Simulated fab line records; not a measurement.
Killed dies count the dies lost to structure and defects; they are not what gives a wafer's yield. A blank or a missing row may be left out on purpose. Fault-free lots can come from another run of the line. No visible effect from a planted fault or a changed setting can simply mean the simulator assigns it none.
fab line records | flow n5_finfet
[record] lots = 7 | wafers = 39
route steps=1938 shown PMOS_HMC_CHANNEL_EPI@57 FIN_CUT@176 HKMG_FIN@413 BEOL_M0_SAQP@632 BEOL_M1@770 BEOL_M3@1018
start_h: the number of hours between the record's first day and the start of the first shown wafer of the lot | wait_h: hours from the lot's prior step to this one | " identical to the entry in the row above | L1.1+2: a row that stands for several wafers | - value missing, or start not given | * or withheld: withheld | < > ~ a bound
route shown NAME@n: a module of which the file shows steps, and the number in the route of the first | usual: average and standard deviation across the fault-free wafers | same: alike in all rows | chamber/n: place in a boat | sites: readings site by site | _std_site: the values' standard deviation | _edge_site: inner sites' mean taken away from outer sites' mean | radius_mm: for every site, how far away it sits from the centre of the wafer | mask NAME#n: copy n | behind: the tool/chamber that last shaped the wafer | hold: what put the lot on hold/how long, in hours/how the hold closed | device: the n, p or np transistor that did not switch | end of line: the same wafers' tests at the end of the route | step lacking rows: just its recipe | killed: not the wafer's yield, but the dies lost to structure and defects at the first sort | map: the dies of a wafer, with x for killed, . for not killed, _ for no die there
set.NAME: the setting the step ran with; set.NAME@STEP: the setting that earlier step ran with | model.NAME: the simulator's own value behind a step, which no gauge read
lots where settings were altered on purpose, with a table for each step and a row for each wafer
[[steps]]
[step N5_PMOS_HMC_CHANNEL_EPI_HM_DEP_34]
[recipe] material = SiO2 | target_thk_a = 360 | temp_c = 400 | precursor = TEOS/O2 | pressure_torr = 6.5 | rf_w = 900 | teos_flow_sccm = 161.4 | gas = O2 | flow_sccm = 2650 | time_s = 6.9
lot.wafer | tool     | chamber | start_h | wait_h | set.target_thk_a | model.SiO2_of_PMOS_HMC_CHANNEL_EPI_HM_DEP_34.thk_nm
L074.2    | pecvd-02 | 1       | 16.88   | 0.0    | 360              | 36.22
L074.3    | "        | 0       | "       | "      | 360              | 36.56
L074.5    | "        | 1       | "       | "      | 360              | 36.62
L076.1    | pecvd-04 | 2       | 29.04   | 0.0    | 432.5            | 43.1
L076.2    | "        | 1       | "       | "      | 432.5            | 42.44
L076.3    | "        | 0       | "       | "      | 432.5            | 42.73
L076.4    | "        | 1       | "       | "      | 360              | 35.76
L076.5    | "        | 0       | "       | "      | 360              | 36.19
L076.6    | "        | 2       | "       | "      | 360              | 36.48
L077.1    | pecvd-02 | 1       | 34.92   | 0.0    | 426.2            | 41.96
L077.2    | "        | 2       | "       | "      | 426.2            | 42.41
L077.3    | "        | 0       | "       | "      | 360              | 35.42
L077.4    | "        | 1       | "       | "      | 360              | 35.78
L077.5    | "        | 0       | "       | "      | 426.2            | 42.87
L077.6    | "        | 2       | "       | "      | 360              | 36.38
L078.1    | pecvd-04 | 0       | 40.79   | 0.0    | 360              | 35.82
L078.2    | "        | 1       | "       | "      | 360              | 35.07
L078.3    | "        | 2       | "       | "      | 360              | 36.19
L078.4    | "        | 1       | "       | "      | 360              | 35.61
L078.5    | "        | 0       | "       | "      | 360              | 36.48
L078.6    | "        | 2       | "       | "      | 360              | 36.07
L081.1+5  | pecvd-03 | 1,0     | 58.81   | 0.0    | 360              | 36.25
L081.2    | "        | 2       | "       | "      | 282.2            | 27.72
L081.3    | "        | 0       | "       | "      | 360              | 36
L081.4    | "        | 2       | "       | "      | 282.2            | 28.41
L081.6    | "        | 1       | "       | "      | 282.2            | 29.09
L092.1    | pecvd-04 | 0       | 124.98  | 0.0    | 360              | 35.86
L092.2    | "        | 1       | "       | "      | 287.6            | 28.37
L092.3    | "        | 2       | "       | "      | 287.6            | 28.19
L092.4    | "        | 2       | "       | "      | 360              | 36.44
L092.5    | "        | 1       | "       | "      | 360              | 35.95
L092.6    | "        | 0       | "       | "      | 287.6            | 29.32
L095.1    | pecvd-03 | 0       | 143.01  | 0.0    | 558.3            | 55.24
L095.2    | "        | 2       | "       | "      | 558.3            | 55.72
L095.3    | "        | 1       | "       | "      | 558.3            | 56.25
L095.4    | "        | 2       | "       | "      | 360              | 36.36
L095.5    | "        | 0       | "       | "      | 360              | 35.9
L095.6    | "        | 1       | "       | "      | 360              | 35.86
[step N5_FIN_CUT_CUT_ETCH_15]
[recipe] chemistry = HBr/Cl2/O2 | target = Si | target_depth_a = 1000 | bt_time_s = 10 | mask_material = SOC | time_s = 42.4 | ion_energy_ev = * | bias_w = * | pressure_mtorr = 10 | icp_w = 800 | HBr_flow_sccm = 150 | Cl2_flow_sccm = 80 | O2_flow_sccm = 12
lot.wafer | tool      | chamber | start_h | wait_h | set.target_depth_a | model.FIN_CUT.feature_depth_nm | model.etch.depth_nm | model.SOC_of_FIN_CUT_COAT_18.thk_nm
L074.2    | rie_si-03 | 2       | 27.92   | 0.1    | 1000               | 99.4                           | 99.48               | 171.2
L074.3    | "         | 1       | "       | "      | 1000               | 97.8                           | 97.73               | 170.6
L074.5    | "         | 1       | "       | "      | 1000               | 96.8                           | 96.71               | 171.2
L076.1    | rie_si-03 | 2       | 39.28   | 0.1    | 1000               | 99.4                           | 99.34               | 170.6
L076.2    | "         | 1       | "       | "      | 662.4              | 64.2                           | 64.22               | 184.2
L076.3    | "         | 3       | "       | "      | 662.4              | 65.6                           | 65.55               | 182.6
L076.4    | "         | 0       | "       | "      | 1000               | 99                             | 99.01               | 170
L076.5    | "         | 3       | "       | "      | 662.4              | 65                             | 65.04               | 183.2
L076.6    | "         | 0       | "       | "      | 1000               | 98.6                           | 98.58               | 170.2
L077.1    | rie_si-02 | 0       | 45.52   | 0.1    | 1000               | 98.2                           | 98.19               | 170.8
L077.2    | "         | 2       | "       | "      | 710.9              | 70                             | 69.94               | 182.2
L077.3    | "         | 3       | "       | "      | 1000               | 99.8                           | 99.77               | 170
L077.4    | "         | 1       | "       | "      | 1000               | 100                            | 99.97               | 170.4
L077.5    | "         | 1       | "       | "      | 710.9              | 71.4                           | 71.31               | 180.6
L077.6    | "         | 0       | "       | "      | 710.9              | 69.6                           | 69.68               | 181.8
L078.1    | rie_si-01 | 0       | 51.30   | 0.1    | 1000               | 98.4                           | 98.32               | 170.8
L078.2    | "         | 1       | "       | "      | 1000               | 98                             | 97.9                | 170.6
L078.3    | "         | 2       | "       | "      | 1000               | 99.8                           | 99.77               | 169.6
L078.4    | "         | 2       | "       | "      | 1000               | 99.2                           | 99.21               | 170.2
L078.5    | "         | 1       | "       | "      | 1000               | 98                             | 97.93               | 170.2
L078.6    | "         | 0       | "       | "      | 1000               | 98                             | 97.96               | 170.6
L081.1    | rie_si-02 | 3       | 70.51   | 0.1    | 1304               | 130.8                          | 130.7               | 159.8
L081.2    | "         | 0       | "       | "      | 1304               | 128.6                          | 128.6               | 159.2
L081.3    | "         | 1       | "       | "      | 1000               | 100.2                          | 100.3               | 170.6
L081.4    | "         | 2       | "       | "      | 1000               | 97.4                           | 97.36               | 171
L081.5    | "         | 0       | "       | "      | 1000               | 98.6                           | 98.7                | 171
L081.6    | "         | 3       | "       | "      | 1304               | 130.8                          | 130.7               | 158.2
L092.1    | rie_si-01 | 3       | 134.84  | 0.1    | 1361               | 134.8                          | 134.7               | 156
L092.2    | "         | 2       | "       | "      | 1000               | 99.4                           | 99.41               | 169.2
L092.3    | "         | 1       | "       | "      | 1361               | 135.4                          | 135.4               | 156.8
L092.4    | "         | 0       | "       | "      | 1361               | 133.4                          | 133.3               | 156.6
L092.5    | "         | 0       | "       | "      | 1000               | 98.6                           | 98.56               | 170.4
L092.6    | "         | 1       | "       | "      | 1000               | 98.8                           | 98.73               | 169.8
L095.1    | rie_si-03 | 3       | 153.23  | 0.1    | 1562               | 155.2                          | 155.3               | 150.8
L095.2    | "         | 0       | "       | "      | 1000               | 100.4                          | 100.5               | 170.6
L095.3    | "         | 2       | "       | "      | 1562               | 156.8                          | 156.8               | 150.2
L095.4    | "         | 3       | "       | "      | 1000               | 98.8                           | 98.85               | 171.4
L095.5    | "         | 0       | "       | "      | 1562               | 157.8                          | 157.9               | 149.2
L095.6    | "         | 2       | "       | "      | 1000               | 99.8                           | 99.88               | 171
[step N5_HKMG_FIN_CVD_62]
[recipe] material = a-Si | target_thk_a = 30 | temp_c = 500 | precursor = Si2H6 | pressure_torr = 1 | time_s = 20.8
lot.wafer      | tool              | chamber   | start_h | wait_h | set.time_s | model.a-Si_of_HKMG_FIN_CVD_62.thk_nm
L074.2+3+5     | thermal_cvd_si-01 | 0,2,1     | 72.24   | 0.2    | 20.8       | 3
L076.1+3+4+5+6 | thermal_cvd_si-01 | 2,0,2,1,0 | 85.66   | 0.2    | 20.8       | 3
L076.2         | "                 | 1         | "       | "      | 20.8       | 3.2
L077.1         | thermal_cvd_si-02 | 2         | 91.10   | 0.2    | 10.9       | 1.6
L077.2+6       | "                 | 1,0       | "       | "      | 10.9       | 1.4
L077.3         | "                 | 0         | "       | "      | 20.8       | 2.8
L077.4+5       | "                 | 1,2       | "       | "      | 20.8       | 3
L078.1+2       | thermal_cvd_si-01 | 1,0       | 96.61   | 0.2    | 11.66      | 1.8
L078.3         | "                 | 2         | "       | "      | 11.66      | 1.6
L078.4+5       | "                 | 0,1       | "       | "      | 20.8       | 3
L078.6         | "                 | 2         | "       | "      | 20.8       | 3.2
L081.1+4+5     | thermal_cvd_si-02 | 1,2,1     | 114.96  | 0.2    | 32.6       | 4.8
L081.2         | "                 | 2         | "       | "      | 20.8       | 3
L081.3+6       | "                 | 0         | "       | "      | 20.8       | 2.8
L092.1+2       | thermal_cvd_si-01 | 0,1       | 179.57  | 0.2    | 20.8       | 2.8
L092.3+5+6     | "                 | 2,1,0     | "       | "      | 10.88      | 1.4
L092.4         | "                 | 2         | "       | "      | 20.8       | 3
L095.1+3       | thermal_cvd_si-02 | 0,2       | 198.49  | 0.2    | 20.8       | 3
L095.2+4+5     | "                 | 1,2,0     | "       | "      | 13.35      | 2
L095.6         | "                 | 1         | "       | "      | 20.8       | 3.2
[step N5_BEOL_M0_SAQP_PECVD_00]
[recipe] material = SiCN | target_thk_a = 80 | temp_c = withheld | precursor = 3MS/NH3 | pressure_torr = 3 | rf_w = 202 | time_s = 14
lot.wafer  | tool     | chamber | start_h | wait_h | set.time_s | model.SiCN_of_BEOL_M0_SAQP_PECVD_00.thk_nm
L074.2+5   | pecvd-02 | 0,2     | 109.23  | 0.2    | 14         | 7.8
L074.3     | "        | 0       | "       | "      | 14         | 8
L076.1+4+5 | pecvd-03 | 1,2,1   | 116.95  | 0.2    | 14         | 8.2
L076.2+6   | "        | 2,0     | "       | "      | 14         | 8
L076.3     | "        | 0       | "       | "      | 14         | 7.8
L077.1     | pecvd-01 | 1       | 125.01  | 0.2    | 14         | 7.8
L077.2     | "        | 2       | "       | "      | 14         | 7.6
L077.3     | "        | 0       | "       | "      | 14         | 8
L077.4+6   | "        | 1,2     | "       | "      | 17.44      | 9.8
L077.5     | "        | 0       | "       | "      | 17.44      | 10
L078.1     | pecvd-03 | 1       | 128.01  | 0.2    | 14         | 8
L078.2     | "        | 2       | "       | "      | 19.33      | 11.2
L078.3     | "        | 0       | "       | "      | 19.33      | 10.8
L078.4+6   | "        | 2,1     | "       | "      | 14         | 8.2
L078.5     | "        | 0       | "       | "      | 19.33      | 11
L081.1     | pecvd-02 | 1       | 150.24  | 0.2    | 14         | 8.2
L081.2+4   | "        | 0,2     | "       | "      | 21.67      | 12.4
L081.3     | "        | 2       | "       | "      | 14         | 7.8
L081.5     | "        | 1       | "       | "      | 21.67      | 12.6
L081.6     | "        | 0       | "       | "      | 14         | 8.4
L092.1     | pecvd-01 | 1       | 211.55  | 0.2    | 10.25      | 6
L092.2+5   | "        | 0       | "       | "      | 14         | 8
L092.3     | "        | 2       | "       | "      | 14         | 7.8
L092.4+6   | "        | 1,2     | "       | "      | 10.25      | 5.8
L095.1+5   | pecvd-02 | 0       | 230.00  | 0.2    | 6.082      | 3.6
L095.2+3+6 | "        | 1       | "       | "      | 14         | 8
L095.4     | "        | 0       | "       | "      | 6.082      | 3.8
[step N5_BEOL_M1_ETCH_64]
[recipe] chemistry = N2/H2 | target = SOC | target_depth_a = 750 | overetch_a = 150 | mask_material = SiARC | temp_c = 40 | time_s = 112.5 | ion_energy_ev = 200 | pressure_mtorr = 30 | source_w = 840 | bias_w = 150 | n2_flow_sccm = 200 | h2_flow_sccm = 200
lot.wafer | tool        | chamber | start_h | wait_h | set.time_s | model.SiARC_of_BEOL_M1_COAT_62.thk_nm | model.BEOL_M1.cd_offset_nm
L074.2    | rie_diel-05 | 2       | 127.84  | 0.0    | 112.5      | 6.6                                   | -0.2
L074.3    | "           | 3       | "       | "      | 112.5      | 6.8                                   | 0
L074.5    | "           | 3       | "       | "      | 112.5      | 6.8                                   | -0.2
L076.1    | rie_diel-01 | 2       | 131.35  | 0.0    | 146.3      | 5.4                                   | 1.2
L076.2    | "           | 1       | "       | "      | 146.3      | 5.6                                   | 1.2
L076.3+5  | "           | 3,1     | "       | "      | 112.5      | 7                                     | 0.2
L076.4    | "           | 2       | "       | "      | 112.5      | 6.8                                   | 0.2
L076.6    | "           | 3       | "       | "      | 146.3      | 5.4                                   | 0.8
L077.1    | rie_diel-04 | 3       | 141.26  | 0.0    | 112.5      | 6.8                                   | 0
L077.2    | "           | 0       | "       | "      | 86.08      | 7.8                                   | -0.6
L077.3    | "           | 1       | "       | "      | 86.08      | 7.8                                   | -0.2
L077.4    | "           | 0       | "       | "      | 86.08      | 7.8                                   | -0.4
L077.5    | "           | 1       | "       | "      | 112.5      | 6.4                                   | 0.4
L077.6    | "           | 3       | "       | "      | 112.5      | 6.8                                   | 0.2
L078.1    | rie_diel-01 | 1       | 144.88  | 0.0    | 112.5      | 7                                     | 0
L078.2    | "           | 2       | "       | "      | 62.6       | 9.2                                   | -0.8
L078.3    | "           | 3       | "       | "      | 62.6       | 9.2                                   | -1.4
L078.4    | "           | 3       | "       | "      | 112.5      | 7                                     | -0.2
L078.5    | "           | 1       | "       | "      | 112.5      | 7                                     | 0.2
L078.6    | "           | 2       | "       | "      | 62.6       | 9.2                                   | -1
L081.1    | rie_diel-01 | 3       | 170.89  | 0.0    | 172.3      | 4.2                                   | 0.8
L081.2    | "           | 2       | "       | "      | 172.3      | 4.2                                   | 1.4
L081.3    | "           | 1       | "       | "      | 112.5      | 7                                     | 0.2
L081.4    | "           | 2       | "       | "      | 172.3      | 4.2                                   | 1.2
L081.5    | "           | 1       | "       | "      | 112.5      | 7                                     | 0
L081.6    | "           | 3       | "       | "      | 112.5      | 7                                     | -0.2
L092.1+5  | rie_diel-05 | 2       | 227.79  | 0.0    | 112.5      | 6.6                                   | 0.2
L092.2    | "           | 3       | "       | "      | 75.53      | 8.6                                   | -0.8
L092.3    | "           | 0       | "       | "      | 75.53      | 8.8                                   | -0.8
L092.4    | "           | 1       | "       | "      | 75.53      | 8.6                                   | -0.4
L092.6    | "           | 1       | "       | "      | 112.5      | 6.8                                   | 0
L095.1    | rie_diel-05 | 1       | 247.14  | 0.0    | 112.5      | 6.8                                   | 0.6
L095.2    | "           | 3       | "       | "      | 176.3      | 4                                     | 1.4
L095.3    | "           | 0       | "       | "      | 176.3      | 4.2                                   | 1.2
L095.4    | "           | 2       | "       | "      | 176.3      | 3.6                                   | 1.4
L095.5    | "           | 3       | "       | "      | 112.5      | 7                                     | 0.4
L095.6    | "           | 2       | "       | "      | 112.5      | 6.6                                   | 0.4
[step N5_BEOL_M1_STRIP_65]
[recipe] chemistry = N2/H2 | temp_c = 40 | n2_flow_sccm = 200 | h2_flow_sccm = 200 | rf_frequency_hz = 6e+07
[step N5_BEOL_M1_STRIP_75]
[recipe] chemistry = N2/H2 | temp_c = 40 | n2_flow_sccm = 200 | h2_flow_sccm = 200 | rf_frequency_hz = 6e+07
[step N5_BEOL_M1_STRIP_66]
[recipe] chemistry = CF4 | resist = SiARC | power_w = 300 | bias_power_w = 75 | pressure_mtorr = 50 | cf4_flow_sccm = 150 | rf_frequency_hz = 6e+07
[step N5_BEOL_M1_HM_OPEN_17]
[recipe] chemistry = Cl2/BCl3 | target_depth_a = 200 | overetch_a = 60 | target = TiN | mask_material = SOC | ion_energy_ev = 150 | pressure_mtorr = 10 | icp_w = 1000 | bias_w = 126 | Cl2_flow_sccm = 53.25 | bcl3_flow_sccm = 21.75 | Ar_flow_sccm = 25
lot.wafer | tool         | chamber | start_h | wait_h | set.time_s@BEOL_M1_ETCH_64 | model.etch.depth_nm
L074.2    | rie_metal-02 | 0       | 128.12  | 0.1    | 112.5                      | 19.85
L074.3    | "            | 0       | "       | "      | 112.5                      | 19.69
L074.5    | "            | 0       | "       | "      | 112.5                      | 19.84
L076.1    | rie_metal-01 | 1       | 131.52  | 0.0    | 146.3                      | 16.58
L076.2    | "            | 0       | "       | "      | 146.3                      | 16.7
L076.3    | "            | 1       | "       | "      | 112.5                      | 20.16
L076.4    | "            | 0       | "       | "      | 112.5                      | 20
L076.5    | "            | 1       | "       | "      | 112.5                      | 19.76
L076.6    | "            | 0       | "       | "      | 146.3                      | 16.89
L077.1    | rie_metal-01 | 0       | 141.43  | 0.0    | 112.5                      | 20.1
L077.2    | "            | 0       | "       | "      | 86.08                      | 20.14
L077.3    | "            | 0       | "       | "      | 86.08                      | 20
L077.4    | "            | 0       | "       | "      | 86.08                      | 20.23
L077.5    | "            | 0       | "       | "      | 112.5                      | 20.27
L077.6    | "            | 0       | "       | "      | 112.5                      | 20.06
L078.1    | rie_metal-02 | 0       | 145.05  | 0.0    | 112.5                      | 20.11
L078.2    | "            | 1       | "       | "      | 62.6                       | 20.05
L078.3    | "            | 1       | "       | "      | 62.6                       | 20.3
L078.4    | "            | 0       | "       | "      | 112.5                      | 20.24
L078.5    | "            | 1       | "       | "      | 112.5                      | 20.31
L078.6    | "            | 0       | "       | "      | 62.6                       | 20.29
L081.1    | rie_metal-02 | 0       | 171.06  | 0.0    | 172.3                      | 14.3
L081.2    | "            | 1       | "       | "      | 172.3                      | 14.07
L081.3    | "            | 0       | "       | "      | 112.5                      | 19.7
L081.4    | "            | 1       | "       | "      | 172.3                      | 14.14
L081.5    | "            | 1       | "       | "      | 112.5                      | 19.8
L081.6    | "            | 0       | "       | "      | 112.5                      | 19.97
L092.1    | rie_metal-02 | 0       | 227.96  | 0.0    | 112.5                      | 20.14
L092.2    | "            | 1       | "       | "      | 75.53                      | 19.9
L092.3    | "            | 1       | "       | "      | 75.53                      | 20.29
L092.4    | "            | 0       | "       | "      | 75.53                      | 19.69
L092.5    | "            | 1       | "       | "      | 112.5                      | 20.16
L092.6    | "            | 0       | "       | "      | 112.5                      | 19.92
L095.1    | rie_metal-03 | 0       | 247.31  | 0.0    | 112.5                      | 19.45
L095.2    | "            | 1       | "       | "      | 176.3                      | 13.38
L095.3    | "            | 0       | "       | "      | 176.3                      | 13.88
L095.4    | "            | 1       | "       | "      | 176.3                      | 13.78
L095.5    | "            | 1       | "       | "      | 112.5                      | 19.85
L095.6    | "            | 0       | "       | "      | 112.5                      | 19.77
[step N5_BEOL_M1_STRIP_19]
[recipe] chemistry = O2 | power_w = 400 | temp_c = 40 | pressure_mtorr = 30 | rf_frequency_hz = 6e+07 | bias_power_w = 0 | overash_fraction = 0.2 | o2_flow_sccm = 225
[step N5_BEOL_M1_CD_MEAS_18]
[recipe] pitch_nm = 36 | target_cd_nm = 18
[usual] cd_nm = 18.0/0.37
lot.wafer | tool      | chamber | start_h | wait_h | set.time_s@BEOL_M1_ETCH_64 | cd_nm
L074.2    | cd_sem-02 | -       | 128.36  | 0.1    | 112.5                      | 17.9
L074.3    | "         | -       | "       | "      | 112.5                      | 17.8
L074.5    | "         | -       | "       | "      | 112.5                      | 17.9
L076.1    | cd_sem-01 | -       | 131.74  | 0.0    | 146.3                      | 19.2
L076.2    | "         | -       | "       | "      | 146.3                      | 19.3
L076.3    | "         | -       | "       | "      | 112.5                      | 18.2
L076.4    | "         | -       | "       | "      | 112.5                      | 18.8
L076.5    | "         | -       | "       | "      | 112.5                      | 18.7
L076.6    | "         | -       | "       | "      | 146.3                      | 19.0
L077.1    | cd_sem-02 | -       | 141.71  | 0.0    | 112.5                      | 17.9
L077.2    | "         | -       | "       | "      | 86.08                      | 17.3
L077.3    | "         | -       | "       | "      | 86.08                      | 17.5
L077.4    | "         | -       | "       | "      | 86.08                      | 17.7
L077.5    | "         | -       | "       | "      | 112.5                      | 18.1
L077.6    | "         | -       | "       | "      | 112.5                      | 18.1
L078.1    | cd_sem-01 | -       | 145.40  | 0.0    | 112.5                      | 18.1
L078.2    | "         | -       | "       | "      | 62.6                       | -
L078.3    | "         | -       | "       | "      | 62.6                       | -
L078.4    | "         | -       | "       | "      | 112.5                      | 18.0
L078.5    | "         | -       | "       | "      | 112.5                      | 18.1
L078.6    | "         | -       | "       | "      | 62.6                       | -
L081.1    | cd_sem-03 | -       | 171.24  | 0.0    | 172.3                      | 19.0
L081.2    | "         | -       | "       | "      | 172.3                      | 19.8
L081.3    | "         | -       | "       | "      | 112.5                      | 18.4
L081.4    | "         | -       | "       | "      | 172.3                      | 19.4
L081.5    | "         | -       | "       | "      | 112.5                      | 17.7
L081.6    | "         | -       | "       | "      | 112.5                      | 17.6
L092.1    | cd_sem-02 | -       | 228.16  | 0.0    | 112.5                      | 18.4
L092.2    | "         | -       | "       | "      | 75.53                      | 17.3
L092.3    | "         | -       | "       | "      | 75.53                      | 17.1
L092.4    | "         | -       | "       | "      | 75.53                      | 17.2
L092.5    | "         | -       | "       | "      | 112.5                      | 18.4
L092.6    | "         | -       | "       | "      | 112.5                      | 17.9
L095.1    | cd_sem-01 | -       | 247.49  | 0.0    | 112.5                      | 18.6
L095.2    | "         | -       | "       | "      | 176.3                      | 19.5
L095.3    | "         | -       | "       | "      | 176.3                      | 19.9
L095.4    | "         | -       | "       | "      | 176.3                      | 19.6
L095.5    | "         | -       | "       | "      | 112.5                      | 18.8
L095.6    | "         | -       | "       | "      | 112.5                      | 18.8
[step N5_BEOL_M1_COAT_67]
[recipe] resist = SOC | temp_c = 250 | time_s = 60 | spin_rpm = 1500 | resist_thk_nm = 60
[step N5_BEOL_M1_COAT_68]
[recipe] resist = SiARC | temp_c = 220 | time_s = 60 | spin_rpm = 1500 | resist_thk_nm = 12
[step N5_BEOL_M1_PRECLEAN_42]
[recipe] chemistry = residue_remover | time_s = 60 | temp_c = 40
[step N5_BEOL_M1_SRD_43]
[recipe] time_s = 30 | temp_c = 23 | rinse_liquid = diw | dry = ipa_marangoni
[step N5_BEOL_M1_CD_MEAS_35]
[recipe] target_cd_nm = 18 | target_cd_y_nm = 21 | polarity = opening
[usual] cd_nm = 18.0/0.34
lot.wafer | tool      | chamber | start_h | wait_h | set.time_s@BEOL_M1_ETCH_64 | cd_nm
L074.2    | cd_sem-01 | -       | 137.50  | 0.0    | 112.5                      | 17.8
L074.3    | "         | -       | "       | "      | 112.5                      | 18.2
L074.5    | "         | -       | "       | "      | 112.5                      | 17.7
L076.1    | cd_sem-03 | -       | 137.87  | 0.0    | 146.3                      | 19.2
L076.2    | "         | -       | "       | "      | 146.3                      | 19.7
L076.3    | "         | -       | "       | "      | 112.5                      | 18.0
L076.4    | "         | -       | "       | "      | 112.5                      | 18.0
L076.5    | "         | -       | "       | "      | 112.5                      | 18.4
L076.6    | "         | -       | "       | "      | 146.3                      | 18.8
L077.1    | cd_sem-02 | -       | 149.57  | 0.0    | 112.5                      | 18.3
L077.2    | "         | -       | "       | "      | 86.08                      | 17.1
L077.3    | "         | -       | "       | "      | 86.08                      | 17.9
L077.4    | "         | -       | "       | "      | 86.08                      | 17.4
L077.5    | "         | -       | "       | "      | 112.5                      | 18.3
L077.6    | "         | -       | "       | "      | 112.5                      | 18.0
L078.1    | cd_sem-02 | -       | 150.03  | 0.0    | 112.5                      | 17.8
L078.2    | "         | -       | "       | "      | 62.6                       | -
L078.3    | "         | -       | "       | "      | 62.6                       | -
L078.4    | "         | -       | "       | "      | 112.5                      | 17.2
L078.5    | "         | -       | "       | "      | 112.5                      | 18.2
L078.6    | "         | -       | "       | "      | 62.6                       | -
L081.1    | cd_sem-01 | -       | 174.96  | 0.0    | 172.3                      | 19.2
L081.2    | "         | -       | "       | "      | 172.3                      | 19.5
L081.3    | "         | -       | "       | "      | 112.5                      | 18.6
L081.4    | "         | -       | "       | "      | 172.3                      | 19.4
L081.5    | "         | -       | "       | "      | 112.5                      | 17.7
L081.6    | "         | -       | "       | "      | 112.5                      | 17.6
L092.1    | cd_sem-02 | -       | 230.35  | 0.0    | 112.5                      | 17.8
L092.2    | "         | -       | "       | "      | 75.53                      | 17.2
L092.3    | "         | -       | "       | "      | 75.53                      | 17.2
L092.4    | "         | -       | "       | "      | 75.53                      | 17.5
L092.5    | "         | -       | "       | "      | 112.5                      | 18.2
L092.6    | "         | -       | "       | "      | 112.5                      | 18.1
L095.1    | cd_sem-02 | -       | 250.49  | 0.0    | 112.5                      | 18.5
L095.2    | "         | -       | "       | "      | 176.3                      | 19.7
L095.3    | "         | -       | "       | "      | 176.3                      | 19.7
L095.4    | "         | -       | "       | "      | 176.3                      | 20.0
L095.5    | "         | -       | "       | "      | 112.5                      | 18.7
L095.6    | "         | -       | "       | "      | 112.5                      | 18.5
[step N5_BEOL_M3_DEP_57]
[recipe] material = SiCN | target_thk_a = 80 | temp_c = withheld | precursor = 3MS/NH3 | pressure_torr = 3 | rf_w = 202 | time_s = 14
lot.wafer    | tool     | chamber | start_h | wait_h | set.target_thk_a | model.SiCN_of_BEOL_M3_DEP_57.thk_nm
L074.2+5     | pecvd-03 | 1,2     | 163.50  | 0.0    | 80               | 8
L074.3       | "        | 0       | "       | "      | 80               | 7.8
L076.1+2+4+6 | pecvd-03 | 0,1,0,0 | 169.12  | 0.0    | 80               | 7.8
L076.3+5     | "        | 1       | "       | "      | 80               | 8.2
L077.1+2+6   | pecvd-01 | 2,1,0   | 178.28  | 0.0    | 80               | 7.8
L077.3       | "        | 0       | "       | "      | 80               | 7.6
L077.4+5     | "        | 1,2     | "       | "      | 80               | 8.2
L078.1+2+4   | pecvd-03 | 2,0,2   | 180.79  | 0.0    | 80               | 8
L078.3+5     | "        | 1       | "       | "      | 37.14            | 3.8
L078.6       | "        | 0       | "       | "      | 37.14            | 3.6
L081.1+4     | pecvd-02 | 1       | 209.94  | 0.0    | 80               | 8.2
L081.2+5     | "        | 0,1     | "       | "      | 59.87            | 6.2
L081.3       | "        | 0       | "       | "      | 80               | 8
L081.6       | "        | 0       | "       | "      | 59.87            | 6
L092.1       | pecvd-03 | 0       | 259.00  | 0.0    | 44.64            | 4.2
L092.2+3+6   | "        | 1,2,0   | "       | "      | 80               | 7.8
L092.4+5     | "        | 1,2     | "       | "      | 44.64            | 4.4
L095.1       | pecvd-03 | 1       | 282.27  | 0.0    | 112.6            | 11.4
L095.2       | "        | 0       | "       | "      | 112.6            | 11
L095.3+4     | "        | 2       | "       | "      | 80               | 8
L095.5       | "        | 0       | "       | "      | 112.6            | 11.2
L095.6       | "        | 1       | "       | "      | 80               | 8.2
[[key]]
[split] step = N5_PMOS_HMC_CHANNEL_EPI_HM_DEP_34 | setting = target_thk_a | stated = 360 | by = wafer
[response] step = N5_PMOS_HMC_CHANNEL_EPI_HM_DEP_34 | reading = model.SiO2_of_PMOS_HMC_CHANNEL_EPI_HM_DEP_34.thk_nm | change = +0.356 | per = 1% | r = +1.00
[split] step = N5_FIN_CUT_CUT_ETCH_15 | setting = target_depth_a | stated = 1000 | by = wafer
[response] step = N5_FIN_CUT_CUT_ETCH_15 | reading = model.FIN_CUT.feature_depth_nm | change = +1.01 | per = 1% | r = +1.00
[response] step = N5_FIN_CUT_CUT_ETCH_15 | reading = model.etch.depth_nm | change = +1.01 | per = 1% | r = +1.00
[response] step = N5_FIN_CUT_CUT_ETCH_15 | reading = model.SOC_of_FIN_CUT_COAT_18.thk_nm | change = -0.378 | per = 1% | r = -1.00
[split] step = N5_HKMG_FIN_CVD_62 | setting = time_s | stated = 20.8 | by = wafer
[response] step = N5_HKMG_FIN_CVD_62 | reading = model.a-Si_of_HKMG_FIN_CVD_62.thk_nm | change = +0.0316 | per = 1% | r = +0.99
[split] step = N5_BEOL_M0_SAQP_PECVD_00 | setting = time_s | stated = 14 | by = wafer
[response] step = N5_BEOL_M0_SAQP_PECVD_00 | reading = model.SiCN_of_BEOL_M0_SAQP_PECVD_00.thk_nm | change = +0.0778 | per = 1% | r = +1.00
[split] step = N5_BEOL_M1_ETCH_64 | setting = time_s | stated = 112.5 | by = wafer
[response] step = N5_BEOL_M1_ETCH_64 | reading = model.SiARC_of_BEOL_M1_COAT_62.thk_nm | change = -0.0517 | per = 1% | r = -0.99
[response] step = N5_BEOL_M1_ETCH_64 | reading = model.BEOL_M1.cd_offset_nm | change = +0.0212 | per = 1% | r = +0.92
[response] step = N5_BEOL_M1_HM_OPEN_17 | reading = model.etch.depth_nm | shape = bent | at_lowest = 20.21 | at_stated = 19.96 | at_highest = 13.68
[response] step = N5_BEOL_M1_CD_MEAS_18 | reading = cd_nm | change = +0.0233 | per = 1% | r = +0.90
[response] step = N5_BEOL_M1_CD_MEAS_35 | reading = cd_nm | change = +0.0256 | per = 1% | r = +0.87
[split] step = N5_BEOL_M3_DEP_57 | setting = target_thk_a | stated = 80 | by = wafer
[response] step = N5_BEOL_M3_DEP_57 | reading = model.SiCN_of_BEOL_M3_DEP_57.thk_nm | change = +0.0787 | per = 1% | r = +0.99
